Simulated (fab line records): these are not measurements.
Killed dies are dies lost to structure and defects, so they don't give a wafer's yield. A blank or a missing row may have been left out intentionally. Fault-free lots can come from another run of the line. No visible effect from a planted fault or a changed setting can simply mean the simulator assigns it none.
Chamber matching + flow n5 finfet + 4 sister chambers for N5_GATE_CUT_DESCUM_18 on rie diel-06
The step chemistry O2, time 7 s. 4 wafers are shown with their chamber, then 7 later ones without.

WAFERS WITH THEIR CHAMBER
| wafer  | chamber | showerhead plenum p Torr (Torr) |
|--------|---------|---------------------------------|
| L081.2 | 1       | 1.97                            |
| L081.5 | 2       | 2.15                            |
| L085.3 | 3       | 1.98                            |
| L085.5 | 0       | 2.06                            |

WAFERS MISSING THEIR CHAMBER
| wafer  | showerhead plenum p Torr (Torr) |
|--------|---------------------------------|
| L085.6 | 1.98                            |
| L091.2 | 2.05                            |
| L091.4 | 2.05                            |
| L091.6 | 2.14                            |
| L092.2 | 1.98                            |
| L092.5 | 1.97                            |
| L092.6 | 2.05                            |

CHAMBER TAKEN BY EACH
| wafer  | from the rows above     | in truth |
|--------|-------------------------|----------|
| L085.6 | can't be placed: 3 or 1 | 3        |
| L091.2 | 0                       | 0        |
| L091.4 | 0                       | 0        |
| L091.6 | 2                       | 2        |
| L092.2 | can't be placed: 3 or 1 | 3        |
| L092.5 | can't be placed: 1 or 3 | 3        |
| L092.6 | 0                       | 0        |
Correct placement for 4 of the 7. Cannot be placed on the basis of these rows: 3; the candidates contain the true chamber in 3. Number placed wrongly: 0.
How it was worked out, from the rows above alone: a wafer's distance from a chamber is the root of the sum, over the readings, of the square of ((its reading less the chamber's mean) divided by the reading's scatter). If the next closest chamber is less than 2 further off than the closest, the wafer can't be placed; otherwise it belongs to the closest. The mean given for a chamber averages the wafers shown for that chamber. The scatter: with one shown wafer a chamber, the root of the mean of the squares of how far each hidden wafer lies from its nearest shown one.
